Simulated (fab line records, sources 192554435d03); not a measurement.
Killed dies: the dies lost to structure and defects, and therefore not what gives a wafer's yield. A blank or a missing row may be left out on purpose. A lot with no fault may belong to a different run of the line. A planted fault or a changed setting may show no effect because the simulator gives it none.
Matching of chambers | flow n5Finfet | N5_DUMMY_GATE_STRIP_48 on rieDiel-06 has 4 sister chambers
The step strips in N2/H2, time 20 s. 4 wafers are shown with their chamber, then 8 later ones without.

== WAFERS PAIRED WITH THEIR CHAMBERS ==
wafer  | chamber | showerheadPlenumPTorr (Torr)
L080.4 | 0       | 3.39
L083.2 | 3       | 3.22
L083.4 | 2       | 3.26
L084.1 | 1       | 3.26

== WAFERS WITH NO CHAMBER GIVEN ==
wafer  | showerheadPlenumPTorr (Torr)
L084.5 | 3.39
L084.6 | 3.26
L094.2 | 3.25
L094.3 | 3.25
L094.4 | 3.25
L097.2 | 3.37
L097.3 | 3.20
L097.5 | 3.24

== THE CHAMBER EACH PASSED THROUGH ==
wafer  | from the rows above          | in truth
L084.5 | 0                            | 0
L084.6 | can't be placed: 1 or 2      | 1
L094.2 | can't be placed: 1 or 2 or 3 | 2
L094.3 | can't be placed: 1 or 2 or 3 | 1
L094.4 | can't be placed: 1 or 2 or 3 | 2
L097.2 | 0                            | 0
L097.3 | 3                            | 3
L097.5 | can't be placed: 1 or 2 or 3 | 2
Correctly placed: 3 of 8. From these rows, 5 cannot be placed; in 5 the true chamber is one of the candidates. Number placed wrongly: 0.
How it was worked out, from the rows above alone: a wafer's distance from a chamber is the root of the sum, over the readings, of the square of ((its reading less the chamber's mean) divided by the reading's scatter). The wafer belongs to the nearest chamber; if the next one is less than 2 further off, it can't be placed. A chamber's mean is the mean of its shown wafers. The scatter: with one shown wafer a chamber, the root of the mean of the squares of how far each hidden wafer lies from its nearest shown one.
